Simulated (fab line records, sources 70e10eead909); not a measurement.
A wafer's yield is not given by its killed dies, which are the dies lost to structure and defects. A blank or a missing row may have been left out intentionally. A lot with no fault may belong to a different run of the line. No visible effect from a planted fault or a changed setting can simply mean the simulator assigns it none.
Matching of chambers -- flow nandHarc -- rieDiel-07 running NHARC_A_STAIRCASE_ETCHBACK_422: 4 sister chambers
The step etches the open film in CH3F/O2, target depth 40 nm, time 74.286 s. 18 wafers are shown with their chamber, then 9 later ones without.

## WAFERS WITH THEIR CHAMBER
wafer,chamber,drypumpMotorCurrentA (A),showerheadPlenumPTorr (Torr),rfVppV (V)
L077.1,0,5.3,2.29,242.3
L077.3,3,5.4,2.63,245.4
L077.5,1,6.3,2.54,245.3
L075.1,0,5.3,2.29,240.3
L075.3,1,6.4,2.53,244.4
L075.4,3,5.4,2.63,246.5
L080.2,1,6.3,2.53,245.5
L080.5,2,6.8,2.42,243.6
L080.6,1,6.3,2.53,244.6
L085.2,2,6.8,2.41,244.2
L085.3,0,5.3,2.28,242.2
L085.4,1,6.4,2.53,245.2
L087.2,2,6.7,2.41,242.5
L087.3,3,5.4,2.62,246.9
L087.4,0,5.3,2.28,240.4
L088.2,0,5.3,2.28,241.5
L088.5,2,6.8,2.41,243.2
L088.6,3,5.4,2.61,246.3

SIGNATURES (averages over the wafers above)
reading,chamber 0,chamber 1,chamber 2,chamber 3,scatter within a chamber
drypumpMotorCurrentA,5.300,6.340,6.775,5.400,0.0373
showerheadPlenumPTorr,2.2840,2.5320,2.4125,2.6225,0.00627
rfVppV,241.340,245.000,243.375,246.275,0.721
Rule: for a wafer and a chamber, the distance is found by dividing, reading by reading, the gap between the wafer's reading and the chamber's mean by the reading's scatter, squaring, summing and taking the root. If the next closest chamber is less than 2 further off than the closest, the wafer can't be placed; otherwise it belongs to the closest. The scatter is the square root of a quotient: the sum, over the shown wafers, of each reading's squared deviation from its chamber's mean, divided by wafers minus chambers.

## WAFERS MISSING THEIR CHAMBER
wafer,drypumpMotorCurrentA (A),showerheadPlenumPTorr (Torr),rfVppV (V)
L089.3,5.4,2.61,245.8
L089.4,6.4,2.52,245.7
L089.5,6.4,2.52,243.6
L095.2,5.3,2.66,248.0
L095.4,5.4,2.61,244.5
L095.6,6.3,2.52,243.9
L096.1,5.4,2.61,247.6
L096.3,5.3,2.66,247.5
L096.5,6.4,2.52,245.7

## THE CHAMBER EACH PASSED THROUGH
wafer,from the rows above,in truth
L089.3,3,3
L089.4,1,1
L089.5,1,1
L095.2,3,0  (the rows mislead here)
L095.4,3,3
L095.6,1,1
L096.1,3,3
L096.3,3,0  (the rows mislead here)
L096.5,1,1
Placed correctly: 7 of 9. Number that these rows cannot place: 0. Placed wrongly: 2.
